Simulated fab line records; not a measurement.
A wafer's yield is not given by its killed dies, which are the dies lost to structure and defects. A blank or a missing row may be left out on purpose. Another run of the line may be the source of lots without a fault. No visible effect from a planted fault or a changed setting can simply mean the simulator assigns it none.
Split-lot trial :: flow n5 finfet :: 7 lots, 21 wafers read, on a route of 1938 steps

ON THE SPLIT
At N5_BEOL_M4_COAT_68 (time 60 s, resist thk 12 nm), the setting spin rpm was moved away from the recipe's 1500 rpm on 4 of the 21 wafers read, by -10.6% to -5.9%. This setting was run at the recipe's value on the other wafers.

FROM THE SPLIT TO THE READING: what the file shows between them, 6 steps
- N5_BEOL_M4_COAT_76: time 60 s, resist thk 5 nm
- N5_BEOL_M4_COAT_22: resist thk 30 nm
- N5_BEOL_M4_DESCUM_33: chemistry O2, time 7 s
- N5_BEOL_M4_ETCH_77: etches underlayer in N2/H2, target depth 6.5 nm, time 5.2 s
- N5_BEOL_M4_ETCH_69: etches SiARC in CF4, target depth 15.6 nm, time 26 s
- N5_BEOL_M4_ALD_98: deposits SiO2, target thk 2.5 nm, pulse time 1 s, co reactant pulse time 1 s

THE READING
CAR-EUV_of_BEOL_M4_COAT_22.thk nm (the simulator's own value, which no gauge read), in nm, at N5_BEOL_M4_ETCHBACK_99 (etches SiO2 in CHF3, target depth 5 nm, time 10.4 s). No usual value for it is given in the file. Here, 17 wafers ran the recipe; their average is 10.4 nm with a standard deviation of 0.083 nm.

wafer: L078.3
tool, chamber at the split: litho track-01, 0
spin rpm as run, rpm: 1500
against the recipe: recipe
CAR-EUV_of_BEOL_M4_COAT_22.thk nm, nm: 10.4
against lot-mates on the recipe: -

wafer: L078.6
tool, chamber at the split: litho track-01, 0
spin rpm as run, rpm: 1500
against the recipe: recipe
CAR-EUV_of_BEOL_M4_COAT_22.thk nm, nm: 10.4
against lot-mates on the recipe: -

wafer: L078.4
tool, chamber at the split: litho track-01, 0
spin rpm as run, rpm: 1411
against the recipe: -5.9%
CAR-EUV_of_BEOL_M4_COAT_22.thk nm, nm: 10.2
against lot-mates on the recipe: -0.2

wafer: L080.1
tool, chamber at the split: litho track-05, 0
spin rpm as run, rpm: 1385
against the recipe: -7.7%
CAR-EUV_of_BEOL_M4_COAT_22.thk nm, nm: 10
against lot-mates on the recipe: -0.4

wafer: L080.2
tool, chamber at the split: litho track-05, 0
spin rpm as run, rpm: 1385
against the recipe: -7.7%
CAR-EUV_of_BEOL_M4_COAT_22.thk nm, nm: 10
against lot-mates on the recipe: -0.4

wafer: L080.6
tool, chamber at the split: litho track-05, 0
spin rpm as run, rpm: 1500
against the recipe: recipe
CAR-EUV_of_BEOL_M4_COAT_22.thk nm, nm: 10.4
against lot-mates on the recipe: -

wafer: L082.1
tool, chamber at the split: litho track-03, 0
spin rpm as run, rpm: 1500
against the recipe: recipe
CAR-EUV_of_BEOL_M4_COAT_22.thk nm, nm: 10.4
against lot-mates on the recipe: -

wafer: L082.3
tool, chamber at the split: litho track-03, 0
spin rpm as run, rpm: 1500
against the recipe: recipe
CAR-EUV_of_BEOL_M4_COAT_22.thk nm, nm: 10.4
against lot-mates on the recipe: -

wafer: L082.6
tool, chamber at the split: litho track-03, 0
spin rpm as run, rpm: 1500
against the recipe: recipe
CAR-EUV_of_BEOL_M4_COAT_22.thk nm, nm: 10.4
against lot-mates on the recipe: -

wafer: L084.2
tool, chamber at the split: litho track-01, 0
spin rpm as run, rpm: 1500
against the recipe: recipe
CAR-EUV_of_BEOL_M4_COAT_22.thk nm, nm: 10.4
against lot-mates on the recipe: -

wafer: L084.3
tool, chamber at the split: litho track-01, 0
spin rpm as run, rpm: 1500
against the recipe: recipe
CAR-EUV_of_BEOL_M4_COAT_22.thk nm, nm: 10.2
against lot-mates on the recipe: -

wafer: L084.4
tool, chamber at the split: litho track-01, 0
spin rpm as run, rpm: 1341
against the recipe: -10.6%
CAR-EUV_of_BEOL_M4_COAT_22.thk nm, nm: 9.8
against lot-mates on the recipe: -0.5

wafer: L087.2
tool, chamber at the split: litho track-03, 0
spin rpm as run, rpm: 1500
against the recipe: recipe
CAR-EUV_of_BEOL_M4_COAT_22.thk nm, nm: 10.4
against lot-mates on the recipe: -

wafer: L087.3
tool, chamber at the split: litho track-03, 0
spin rpm as run, rpm: 1500
against the recipe: recipe
CAR-EUV_of_BEOL_M4_COAT_22.thk nm, nm: 10.4
against lot-mates on the recipe: -

wafer: L087.6
tool, chamber at the split: litho track-03, 0
spin rpm as run, rpm: 1500
against the recipe: recipe
CAR-EUV_of_BEOL_M4_COAT_22.thk nm, nm: 10.4
against lot-mates on the recipe: -

wafer: L093.1
tool, chamber at the split: litho track-03, 0
spin rpm as run, rpm: 1500
against the recipe: recipe
CAR-EUV_of_BEOL_M4_COAT_22.thk nm, nm: 10.6
against lot-mates on the recipe: -

wafer: L093.3
tool, chamber at the split: litho track-03, 0
spin rpm as run, rpm: 1500
against the recipe: recipe
CAR-EUV_of_BEOL_M4_COAT_22.thk nm, nm: 10.4
against lot-mates on the recipe: -

wafer: L093.6
tool, chamber at the split: litho track-03, 0
spin rpm as run, rpm: 1500
against the recipe: recipe
CAR-EUV_of_BEOL_M4_COAT_22.thk nm, nm: 10.2
against lot-mates on the recipe: -

wafer: L094.2
tool, chamber at the split: litho track-05, 0
spin rpm as run, rpm: 1500
against the recipe: recipe
CAR-EUV_of_BEOL_M4_COAT_22.thk nm, nm: 10.4
against lot-mates on the recipe: -

wafer: L094.3
tool, chamber at the split: litho track-05, 0
spin rpm as run, rpm: 1500
against the recipe: recipe
CAR-EUV_of_BEOL_M4_COAT_22.thk nm, nm: 10.4
against lot-mates on the recipe: -

wafer: L094.5
tool, chamber at the split: litho track-05, 0
spin rpm as run, rpm: 1500
against the recipe: recipe
CAR-EUV_of_BEOL_M4_COAT_22.thk nm, nm: 10.4
against lot-mates on the recipe: -

THE FIT
A straight line over all 21 wafers: CAR-EUV_of_BEOL_M4_COAT_22.thk nm changes by +0.0505 nm for each +1% of spin rpm; r = +0.90; the points scatter about the line by 0.084 nm.
The same after taking each lot's own level away (the mean of its wafers on the recipe; 21 wafers): +0.0477 nm for each +1%; r = +0.90; scatter 0.076 nm.
According to that fit, moving spin rpm by its largest amount changes the reading by 0.51 nm.
Measured against the standard deviation above, the lots' own levels, which go from 10.30 to 10.40 nm, span 1.2 times it.
So the lot-to-lot level changes the slope little: the two slopes agree.
Check: -0.508 nm against its lot-mates is what the line predicts for one of the wafers moved furthest among these (-10.6%) when that wafer is left out of the fit. It came out at -0.5 nm against them.

ADDITIONAL SPLITS CARRIED BY THESE WAFERS
Before the reading, these wafers also passed through other splits. Each is held against what the fit with the lots' levels taken away leaves over:
other split on the same wafers: N5_BEOL_M0_SAQP_PECVD_97 time s
wafers away from the commonest value: 7
r with CAR-EUV_of_BEOL_M4_COAT_22.thk nm (lot level and that fit taken away): +0.00

other split on the same wafers: N5_BEOL_M0_SAQP_PEB_12 peb time s
wafers away from the commonest value: 9
r with CAR-EUV_of_BEOL_M4_COAT_22.thk nm (lot level and that fit taken away): +0.02

other split on the same wafers: N5_BEOL_M0_DEP_125 time s
wafers away from the commonest value: 9
r with CAR-EUV_of_BEOL_M4_COAT_22.thk nm (lot level and that fit taken away): -0.03

other split on the same wafers: N5_BEOL_M1_EXPOSE_25 dose mj
wafers away from the commonest value: 7
r with CAR-EUV_of_BEOL_M4_COAT_22.thk nm (lot level and that fit taken away): -0.32

other split on the same wafers: N5_BEOL_M3_TRENCH_ETCH_37 bias w
wafers away from the commonest value: 6
r with CAR-EUV_of_BEOL_M4_COAT_22.thk nm (lot level and that fit taken away): +0.00

other split on the same wafers: N5_BEOL_M4_COAT_67 spin rpm
wafers away from the commonest value: 8
r with CAR-EUV_of_BEOL_M4_COAT_22.thk nm (lot level and that fit taken away): +0.26

THE WHOLE CHAIN: every reading that the file lists as answering this split, in the file's order
step: N5_BEOL_M4_COAT_68
what it does: time 60 s, resist thk 12 nm
reading: SiARC_of_BEOL_M4_COAT_68.thk nm (the simulator's own value, which no gauge read)
change (the file's fit): -0.0543 nm for each +1% of the setting
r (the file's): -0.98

step: N5_BEOL_M4_ETCH_69
what it does: etches SiARC in CF4, target depth 15.6 nm, time 26 s
reading: etch.depth nm (the simulator's own value, which no gauge read)
change (the file's fit): -0.061 nm for each +1% of the setting
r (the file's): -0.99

step: N5_BEOL_M4_ETCH_69
what it does: etches SiARC in CF4, target depth 15.6 nm, time 26 s
reading: CAR-EUV_of_BEOL_M4_COAT_22.thk nm (the simulator's own value, which no gauge read)
change (the file's fit): +0.0337 nm for each +1% of the setting
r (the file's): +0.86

step: N5_BEOL_M4_ETCHBACK_99
what it does: etches SiO2 in CHF3, target depth 5 nm, time 10.4 s
reading: CAR-EUV_of_BEOL_M4_COAT_22.thk nm (the simulator's own value, which no gauge read)
change (the file's fit): +0.0463 nm for each +1% of the setting
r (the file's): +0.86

FILE'S OWN FIT
CAR-EUV_of_BEOL_M4_COAT_22.thk nm changes by +0.0463 nm for each +1% of spin rpm, r = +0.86.
